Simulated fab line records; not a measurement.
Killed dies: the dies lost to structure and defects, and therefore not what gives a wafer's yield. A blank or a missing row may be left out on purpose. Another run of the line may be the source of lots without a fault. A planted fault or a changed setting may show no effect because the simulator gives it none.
fab line records ; flow n5Finfet
record: lots: 12; wafers: 33; lastDay: 18
route steps=1938 shown ZERO_LAYER@13 WELL_APT@46 PASSIVATION@1936
lots that met no fault: taken from a fault-free run of the same line
startH: hours from the record's opening day to when the first of the lot's shown wafers began ; waitH: hours elapsed since this lot's preceding step ; " as in the row above ; L1.1+2: several wafers, shown together as one row ; - no value, or no start was given ; * or withheld: withheld ; < > ~ a bound
route shown NAME@n: NAME is a module with steps in the file, n the number in the route of the first one ; usual: mean/standard deviation taken from wafers without a fault ; same: alike in all rows ; chamber/n: place in a boat ; sites: per-site readings ; _std_site: their standard deviation ; _edge_site: outer sites' mean less inner sites' ; radiusMm: how far each site lies from the wafer's centre ; mask NAME#n: copy n ; behind: tool/chamber where the wafer was last shaped ; hold: the reason the lot was held/the length of the hold in hours/how it ended ; device: the n, p or np transistor that did not switch ; end of line: the tests these same wafers got at the end of their route ; a step given without rows: its recipe and nothing more ; killed: at the first sort, the dies lost to defects and structure; wafer yield is something else ; map: per-die view of a wafer (x killed, . not killed, _ where there is no die)
set.NAME: the run value of the setting; set.NAME@STEP: its run value at that earlier step ; model.NAME: the simulator's own value behind a step, which no gauge read
steps of the route over a sample of lots; a table a step, a row a wafer
services: when a tool's chamber went out of use (startH, in hours from the record's first day, below 0 if earlier), for how many hours, and the reason
== steps ==
step: N5_ZERO_LAYER_CD_MEAS_11
recipe: targetCdNm: 2000; landingEnergyEv: 500; detector: seInlens
usual: cdNm: 1999.4/2.7
lot.wafer;tool;chamber;startH;waitH;cdNm
L725.1;cdSem-03;0;18.66;-;1997.4
L725.6;cdSem-03;0;18.66;-;2000.6
L727.1;cdSem-02;0;30.79;-;2000.7
L727.6;cdSem-02;0;30.79;-;2000.3
L729.1;cdSem-01;0;42.78;-;1997.3
L729.3;cdSem-01;0;42.78;-;2002.0
L730.3;cdSem-03;0;48.79;-;1997.0
L730.4;cdSem-03;0;48.79;-;1998.1
L730.5;cdSem-03;0;48.79;-;2001.3
L732.1;cdSem-03;0;60.77;-;2002.2
L732.5;cdSem-03;0;60.77;-;2000.6
L732.6;cdSem-03;0;60.77;-;2002.1
L733.2;cdSem-01;0;66.67;-;2003.2
L733.3;cdSem-01;0;66.67;-;1996.4
L733.4;cdSem-01;0;66.67;-;1998.6
L735.1;cdSem-01;0;78.77;-;1996.1
L735.3;cdSem-01;0;78.77;-;1998.4
L735.4;cdSem-01;0;78.77;-;2002.6
L737.3;cdSem-02;0;90.77;-;2000.1
L737.4;cdSem-02;0;90.77;-;1997.7
L737.5;cdSem-02;0;90.77;-;1998.1
L738.1;cdSem-02;0;96.77;-;1998.6
L738.2;cdSem-02;0;96.77;-;2002.8
L738.5;cdSem-02;0;96.77;-;2000.8
L740.1;cdSem-03;0;108.77;-;1998.7
L740.2;cdSem-03;0;108.77;-;1998.0
L740.3;cdSem-03;0;108.77;-;2001.7
L745.1;cdSem-02;0;138.64;-;2000.9
L745.2;cdSem-02;0;138.64;-;1998.4
L745.5;cdSem-02;0;138.64;-;1996.8
L747.1;cdSem-03;0;150.64;-;2004.5
L747.3;cdSem-03;0;150.64;-;2004.1
L747.5;cdSem-03;0;150.64;-;1996.9
step: N5_WELL_APT_DESCUM_30
recipe: chemistry: O2; timeS: 7.9; sourcePowerW: 50; biasPowerW: 20; pressureMtorr: 20; rfFrequencyHz: 2.712e+07; tempC: 40; o2FlowSccm: 225
usual: chamberPressureMTorr: 19.999/0.019; drypumpMotorCurrentA: 5.9/0.47; oesProductAu: 0.80/0.082; rfFwdPowerW: 49.68/0.18; rfVppV: 244.0/1.3; showerheadPlenumPTorr: 2.15/0.072; throttleValvePct: 20.3/0.35
same: timeS: 7.9
lot.wafer;tool;chamber;startH;waitH;chamberPressureMTorr;drypumpMotorCurrentA;oesProductAu;rfFwdPowerW;rfHoursCounterH;rfVppV;showerheadPlenumPTorr;throttleValvePct
L725.1;rieDiel-05;0;20.95;0.2;20.016;6.2;0.72;49.76;234;240.6;1.98;20.4
L725.6;rieDiel-05;3;20.95;0.2;19.992;5.8;0.75;49.73;-;244.9;2.18;20.0
L727.1;rieDiel-06;0;33.50;0.0;20.012;6.3;0.76;49.84;148;244.8;2.19;20.7
L727.6;rieDiel-06;0;33.50;0.0;19.961;6.4;0.76;49.91;-;244.5;2.19;20.7
L729.1;rieDiel-05;1;45.66;0.4;20.003;5.8;0.80;49.34;100;243.0;2.23;21.0
L729.3;rieDiel-05;3;45.66;0.4;20.054;5.8;0.75;49.85;171;244.3;2.17;20.0
L730.3;rieDiel-04;0;51.69;0.3;20.016;5.0;0.96;49.87;7;242.5;2.09;20.9
L730.4;rieDiel-04;2;51.69;0.3;20.026;6.3;0.87;49.70;44;243.9;2.24;20.4
L730.5;rieDiel-04;1;51.69;0.3;20.010;5.8;0.73;49.89;-;244.0;2.15;20.1
L732.1;rieDiel-05;0;63.48;0.0;20.018;6.2;0.71;49.49;247;240.8;1.98;20.4
L732.5;rieDiel-05;2;63.48;0.0;19.975;5.4;0.88;49.98;-;242.4;2.03;20.0
L732.6;rieDiel-05;3;63.48;0.0;19.973;5.9;0.74;49.74;-;245.0;2.17;20.0
L733.2;rieDiel-06;2;69.33;0.2;20.004;5.9;0.70;49.46;223;242.8;2.05;20.3
L733.3;rieDiel-06;1;69.33;0.2;20.037;6.5;0.93;49.60;8;244.7;2.22;20.2
L733.4;rieDiel-06;0;69.33;0.2;19.992;6.3;0.75;49.58;161;243.2;2.19;20.7
L735.1;rieDiel-06;2;81.66;0.2;20.001;5.9;0.69;49.61;228;242.8;2.05;20.3
L735.3;rieDiel-06;0;81.66;0.2;19.948;6.4;0.75;49.73;166;244.0;2.19;20.7
L735.4;rieDiel-06;3;81.66;0.2;19.974;5.0;0.78;49.54;146;245.4;2.16;20.2
L737.3;rieDiel-06;0;93.28;0.0;19.988;6.4;0.74;49.37;170;245.2;2.18;20.7
L737.4;rieDiel-06;3;93.28;0.0;20.005;5.0;0.77;49.67;150;244.0;2.16;20.2
L737.5;rieDiel-06;2;93.28;0.0;20.018;5.9;0.69;49.65;-;242.6;2.05;20.3
L738.1;rieDiel-04;0;99.46;0.0;20.033;4.9;0.91;49.71;24;241.8;2.08;20.9
L738.2;rieDiel-04;3;99.46;0.0;19.976;6.3;0.86;49.78;50;243.7;2.15;20.2
L738.5;rieDiel-04;3;99.46;0.0;20.024;6.3;0.87;49.83;-;243.6;2.15;20.2
L740.1;rieDiel-05;0;111.12;0.1;19.980;6.2;0.94;49.53;7;245.8;2.24;20.0
L740.2;rieDiel-05;3;111.12;0.1;19.989;5.8;0.73;49.68;195;243.2;2.17;20.0
L740.3;rieDiel-05;1;111.12;0.1;19.980;5.9;0.76;49.27;124;244.4;2.22;21.1
L745.1;rieDiel-05;0;141.01;0.0;19.982;6.2;0.92;49.64;18;245.9;2.23;20.1
L745.2;rieDiel-05;1;141.01;0.0;20.023;5.8;0.76;49.44;135;244.7;2.21;21.1
L745.5;rieDiel-05;0;141.01;0.0;20.027;6.2;0.91;49.42;-;243.3;2.23;20.1
L747.1;rieDiel-06;0;153.19;0.0;20.008;6.3;0.72;49.66;192;244.7;2.18;20.7
L747.3;rieDiel-06;1;153.19;0.0;20.013;6.5;0.88;49.92;39;245.2;2.20;20.2
L747.5;rieDiel-06;0;153.19;0.0;20.011;6.3;0.73;49.75;-;243.9;2.18;20.7
step: N5_WELL_APT_IMPLANT_31
recipe: species: B; energyKev: 60; doseCm2: 1.5e+13; tiltDeg: 0; rotationDeg: 0
usual: beamEnergyKeV: 60.006/0.019; doseIonsCm2: 1.5001e+13/1.5e+10; endStationPressureTorr: 5.19e-06/3e-07; faradayCurrentUA: 190/3.5
lot.wafer;tool;chamber;startH;waitH;beamEnergyKeV;doseIonsCm2;endStationPressureTorr;faradayCurrentUA
L725.1;implanter-01;0;21.04;0.1;59.995;1.4992e+13;5.43e-06;187
L725.6;implanter-01;0;21.04;0.1;59.993;1.4999e+13;5.12e-06;196
L727.1;implanter-01;0;33.60;0.1;59.989;1.5012e+13;4.79e-06;196
L727.6;implanter-01;0;33.60;0.1;60.020;1.5009e+13;5.19e-06;188
L729.1;implanter-01;0;45.76;0.1;60.051;1.4999e+13;4.95e-06;193
L729.3;implanter-01;0;45.76;0.1;60.044;1.5017e+13;5.2e-06;188
L730.3;implanter-01;0;51.85;0.1;59.991;1.4977e+13;5.49e-06;191
L730.4;implanter-01;0;51.85;0.1;59.995;1.4996e+13;4.87e-06;190
L730.5;implanter-01;0;51.85;0.1;59.972;1.4993e+13;5.08e-06;193
L732.1;implanter-02;0;63.58;0.1;60.004;1.4999e+13;5.41e-06;190
L732.5;implanter-02;0;63.58;0.1;59.976;1.4989e+13;5.58e-06;189
L732.6;implanter-02;0;63.58;0.1;60.010;1.4977e+13;4.86e-06;186
L733.2;implanter-01;0;69.46;0.1;59.997;1.4991e+13;5.11e-06;188
L733.3;implanter-01;0;69.46;0.1;60.011;1.5009e+13;5.11e-06;191
L733.4;implanter-01;0;69.46;0.1;60.021;1.5e+13;5e-06;191
L735.1;implanter-01;0;81.76;0.1;60.036;1.5001e+13;5.08e-06;197
L735.3;implanter-01;0;81.76;0.1;59.990;1.4996e+13;5.42e-06;192
L735.4;implanter-01;0;81.76;0.1;60.019;1.4993e+13;5.45e-06;186
L737.3;implanter-01;0;93.44;0.1;60.032;1.3871e+13;4.81e-06;175
L737.4;implanter-01;0;93.44;0.1;60.015;1.3905e+13;5.6e-06;179
L737.5;implanter-01;0;93.44;0.1;60.035;1.3895e+13;5.65e-06;175
L738.1;implanter-02;0;99.55;0.1;59.988;1.5009e+13;5.54e-06;194
L738.2;implanter-02;0;99.55;0.1;60.002;1.5015e+13;5.28e-06;193
L738.5;implanter-02;0;99.55;0.1;60.009;1.4985e+13;4.88e-06;189
L740.1;implanter-01;0;111.22;0.1;60.004;1.3889e+13;5.12e-06;179
L740.2;implanter-01;0;111.22;0.1;60.004;1.3868e+13;4.99e-06;179
L740.3;implanter-01;0;111.22;0.1;60.025;1.388e+13;5.02e-06;178
L745.1;implanter-02;0;141.11;0.1;60.004;1.5006e+13;5.15e-06;191
L745.2;implanter-02;0;141.11;0.1;60.000;1.4978e+13;4.92e-06;185
L745.5;implanter-02;0;141.11;0.1;59.976;1.4994e+13;4.54e-06;189
L747.1;implanter-02;0;153.29;0.1;59.989;1.5002e+13;5.35e-06;191
L747.3;implanter-02;0;153.29;0.1;59.994;1.4992e+13;5.13e-06;188
L747.5;implanter-02;0;153.29;0.1;59.993;1.5015e+13;5.83e-06;186
step: N5_WELL_APT_RTA_34
recipe: tempC: 1000; timeS: 10; ambient: N2; idleTempC: 600; rampUpCPerS: 150; rampDownCPerS: 60; coolToC: 600
usual: lampPowerPct: 13.01/0.054; wafer_temp_C_max: 1003.4/1
same: timeS: 10
lot.wafer;tool;chamber;startH;waitH;lampPowerPct;wafer_temp_C_max
L725.1;rtpAnneal-02;0;21.71;0.0;13.04;1002.2
L725.6;rtpAnneal-02;0;21.71;0.0;13.04;1004.9
L727.1;rtpAnneal-01;0;34.28;0.0;12.95;1005.2
L727.6;rtpAnneal-01;0;34.28;0.0;12.96;1002.9
L729.1;rtpAnneal-01;0;46.44;0.0;13.02;1004.7
L729.3;rtpAnneal-01;0;46.44;0.0;13.04;1003.4
L730.3;rtpAnneal-02;0;52.49;0.1;12.93;1002.3
L730.4;rtpAnneal-02;0;52.49;0.1;13.03;1004.7
L730.5;rtpAnneal-02;0;52.49;0.1;12.94;1002.3
L732.1;rtpAnneal-02;0;64.42;0.2;13.04;1002.0
L732.5;rtpAnneal-02;0;64.42;0.2;13.03;1003.2
L732.6;rtpAnneal-02;0;64.42;0.2;13.01;1003.0
L733.2;rtpAnneal-02;0;70.11;0.0;12.98;1003.4
L733.3;rtpAnneal-02;0;70.11;0.0;13.00;1003.7
L733.4;rtpAnneal-02;0;70.11;0.0;13.01;1002.8
L735.1;rtpAnneal-01;0;82.44;0.0;13.01;1005.1
L735.3;rtpAnneal-01;0;82.44;0.0;12.91;1002.6
L735.4;rtpAnneal-01;0;82.44;0.0;12.96;1004.6
L737.3;rtpAnneal-01;0;96.99;0.2;12.98;1002.7
L737.4;rtpAnneal-01;0;96.99;0.2;13.12;1005.0
L737.5;rtpAnneal-01;0;96.99;0.2;13.01;1006.8
L738.1;rtpAnneal-02;0;100.24;0.0;12.94;1002.4
L738.2;rtpAnneal-02;0;100.24;0.0;13.07;1004.7
L738.5;rtpAnneal-02;0;100.24;0.0;12.98;1003.3
L740.1;rtpAnneal-02;0;111.95;0.1;13.03;1003.9
L740.2;rtpAnneal-02;0;111.95;0.1;13.06;1002.5
L740.3;rtpAnneal-02;0;111.95;0.1;12.98;1002.5
L745.1;rtpAnneal-01;0;141.78;0.0;12.98;1004.1
L745.2;rtpAnneal-01;0;141.78;0.0;12.95;1005.2
L745.5;rtpAnneal-01;0;141.78;0.0;12.99;1006.2
L747.1;rtpAnneal-01;0;153.96;0.0;13.05;1002.9
L747.3;rtpAnneal-01;0;153.96;0.0;13.00;1003.6
L747.5;rtpAnneal-01;0;153.96;0.0;12.98;1003.5
step: N5_PASSIVATION_PROBE_49
usual: killed_at_M0_to_M3: 33/9.9; killed_at_M4_up: 15/5.6; killedAtContacts: 13/5.7; killedAtFrontEnd: 38/12; killedAtOther: 4/3.1; killedDies: 103/17; killedOpen: 66/13; killedShort: 32/7.8
same: grossDies: 1180; killedAtBackSide: 0
lot.wafer;tool;chamber;startH;waitH;killed_at_M0_to_M3;killed_at_M4_up;killedAtContacts;killedAtFrontEnd;killedAtOther;killedDies;killedOpen;killedShort
L740.1;prober-01;-;379.81;0.0;48;25;5;48;4;130;88;33
L740.2;prober-01;-;379.86;0.1;33;17;5;50;2;107;70;35
L740.3;prober-01;-;379.91;0.1;28;18;9;47;1;103;68;29
killed by level:class
L740.1 BEOL_M2:geometricParticle:open=15 BEOL_M4:geometricParticle:open=11 STI_FIN_REVEAL:geometricParticle:open=10 BEOL_M0:geometricParticle:open=10 BEOL_M0_SAQP:geometricParticle:open=8 HKMG_FIN:areaEtch=8 FIN_SAQP:geometricParticle:short=7 BEOL_M5:geometricParticle:open=6
L740.2 STI_FIN_REVEAL:geometricParticle:open=21 BEOL_M4:geometricParticle:open=10 DUMMY_GATE:geometricParticle:open=9 BEOL_M1:geometricParticle:short=6 BEOL_M1:geometricParticle:open=6 BEOL_M2:geometricParticle:open=6 STARTING-WAFER:geometricParticle:short=6 BEOL_M0_SAQP:geometricParticle:short=4
L740.3 BEOL_M2:geometricParticle:open=17 STI_FIN_REVEAL:geometricParticle:open=9 GATE_CUT:geometricParticle:open=7 MOL_CONTACT_COAG:geometricParticle:open=7 BEOL_M4:geometricParticle:open=7 GATE_CUT:geometricParticle:short=5 FIN_SAQP:geometricParticle:short=4 DUMMY_GATE:geometricParticle:short=4
== services ==
tool;chamber;startH;hours;kind
rieDiel-06;2;-2.23;8.6;repair
implanter-01;-;10.03;2.9;repair
rieDiel-04;0;14.81;-;clean
rieDiel-04;0;14.81;-;consumableReplace:focusRing
rieDiel-06;1;26.36;-;clean
rieDiel-06;1;26.36;-;consumableReplace:focusRing
rieDiel-06;1;26.36;-;consumableReplace:showerhead
rieDiel-06;1;26.36;16.9;scheduledDown
rieDiel-06;1;26.36;16.9;ventCycle
rieDiel-05;-;47.62;0.7;repair
rieDiel-06;2;59.96;2.2;repair
rieDiel-04;1;65.80;6.9;repair
rieDiel-05;0;73.10;-;clean
rieDiel-05;0;73.10;-;consumableReplace:focusRing
rieDiel-05;0;73.10;-;consumableReplace:showerhead
rieDiel-05;0;73.10;18.2;scheduledDown
rieDiel-05;0;73.10;18.2;ventCycle
implanter-01;-;99.06;3.8;pm
implanter-02;-;116.55;1.6;repair
rieDiel-05;2;133.03;8.9;repair
rieDiel-04;-;137.93;0.3;repair
rieDiel-06;2;146.63;-;clean
rieDiel-06;2;146.63;18.4;scheduledDown
rieDiel-06;2;146.63;18.4;ventCycle
== key ==
firstSign: step: N5_WELL_APT_IMPLANT_31; reading: doseIonsCm2; direction: down; sigmas: 75; usual: 1.5001e+13; struck: 1.3885e+13
effect: step: N5_WELL_APT_IMPLANT_31; reading: faradayCurrentUA; direction: down; sigmas: 3.7; usual: 190; struck: 177
metAt N5_WELL_APT_IMPLANT_31
struckLots L737,L740
testerLeftOut L737,L740
notActingAt N5_ZERO_LAYER_CD_MEAS_11,N5_WELL_APT_DESCUM_30,N5_WELL_APT_RTA_34
onsetBetween 81.76 93.44
fault: kind: processParameterDrift; tool: implanter-01; chamber: -; onsetH: 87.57; steps: N5_WELL_APT_IMPLANT_31; channel: doseCm2; offset: -1.118e+12; shape: step; endH: 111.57; actsIn: theseRecipesOnly; stated: 1.5e+13
testerLeftOut: of these lots the tester's yield and bins aren't shown, on N5 and GAA mostly nor the transistor test; their killed dies are dies lost to structure and defects alone, not to doping, threshold or leakage, so they don't give the yield
